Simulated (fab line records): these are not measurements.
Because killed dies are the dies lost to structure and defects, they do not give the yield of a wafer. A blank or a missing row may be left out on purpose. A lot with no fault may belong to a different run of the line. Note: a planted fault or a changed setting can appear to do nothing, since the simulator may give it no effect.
What tool caused it?    flow n5_finfet    10 lots with 30 wafers sampled at 4 steps, on a route of 1938 steps

== WHAT THE GAUGES READ, wafer by wafer ==
N5_SD_EPI_P_OVL_MEAS_10.
lot   measured     on          SD_P_BLK_OVL (nm)
L502  day 3 13:38  overlay-01  -0.2 -0.6 -0.7
L504  day 3 23:45  overlay-02  -1.0 -0.8 -1.6
L508  day 5 00:36  overlay-01  0.4 -0.4 0.7
L510  day 5 15:51  overlay-02  0.0 -0.3 0.3
L512  day 6 00:42  overlay-01  -1.4 -2.0 -0.7
L515  day 6 17:52  overlay-01  0.3 -0.2 0.3
L517  day 7 06:01  overlay-01  0.8 -0.5 -0.2
L522  day 8 11:24  overlay-02  -0.9 -0.3 -0.6
L523  day 8 21:02  overlay-02  -0.6 0.9 -0.9
L524  day 9 03:37  overlay-01  -1.9 0.6 -0.8

== EACH LOT AND THE TOOL THAT RAN IT (in order: tool; ch and the chambers of the sampled wafers; start) ==
lot   N5_SPACER0_ALD_00                 N5_SD_EPI_N_ETCH_45                N5_SD_EPI_N_PRECLEAN_49
L502  ald_sin-03 ch 2,3, day 3 07:52    rie_diel-02 ch 0,1, day 3 09:17    remote_plasma-02 ch 1, day 3 12:17
L504  ald_sin-04 ch 0,1, day 3 17:44    rie_diel-06 ch 0,3, day 3 19:09    remote_plasma-02 ch 1, day 3 22:54
L508  ald_sin-01 ch 1,2,3, day 4 19:06  rie_diel-02 ch 2,3, day 4 20:31    remote_plasma-01 ch 1, day 4 23:32
L510  ald_sin-03 ch 0,1,2, day 5 09:56  rie_diel-04 ch 0,1,3, day 5 11:14  remote_plasma-01 ch 0, day 5 14:14
L512  ald_sin-01 ch 0,2,3, day 5 19:20  rie_diel-04 ch 0,1,2, day 5 20:45  remote_plasma-02 ch 1, day 5 23:45
L515  ald_sin-03 ch 0,1,3, day 6 11:46  rie_diel-02 ch 2,3, day 6 13:10    remote_plasma-01 ch 0, day 6 16:16
L517  ald_sin-03 ch 0,2,3, day 6 23:01  rie_diel-06 ch 0,2,3, day 7 00:31  remote_plasma-01 ch 1, day 7 05:20
L522  ald_sin-01 ch 1,2,3, day 8 04:02  rie_diel-02 ch 0,1,3, day 8 05:49  remote_plasma-02 ch 1, day 8 10:33
L523  ald_sin-03 ch 1,2, day 8 14:05    rie_diel-06 ch 1,2, day 8 15:32    remote_plasma-02 ch 0, day 8 20:17
L524  ald_sin-03 ch 0,1,3, day 8 20:02  rie_diel-06 ch 1,2, day 8 21:56    remote_plasma-02 ch 0, day 9 02:50
- N5_SPACER0_ALD_00: deposits SiOCN, target thk 3.5 nm, pulse time 3 s, purge time 2 s.
- N5_SD_EPI_N_ETCH_45: etches SiOCN in CH3F/O2, target depth 6 nm.
- N5_SD_EPI_N_PRECLEAN_49: cleans in NF3:NH3, afs cycles 1, time 20 s, sublimation time 60 s.

== THE ANSWER, worked out from the rows above alone ==
Rule: usual is defined by the lots themselves. Put in order of their means at a reading, lots are off if they are a third of the lots or fewer, leave a main group of 4 or more, and stand apart from it by a gap of 3 or more times the standard deviation of the main group's means; of several such gaps the widest counts. A main group is skipped when, at the precision printed for the reading in the tables above, its means are all equal. A lot without any number at a reading at which 4 lots or more have one is off too. All remaining lots with rows at the step are treated as sound.
None of the lots is off at any reading shown; this tells nothing.

== WHAT WAS PUT IN BY THE SIMULATOR ==
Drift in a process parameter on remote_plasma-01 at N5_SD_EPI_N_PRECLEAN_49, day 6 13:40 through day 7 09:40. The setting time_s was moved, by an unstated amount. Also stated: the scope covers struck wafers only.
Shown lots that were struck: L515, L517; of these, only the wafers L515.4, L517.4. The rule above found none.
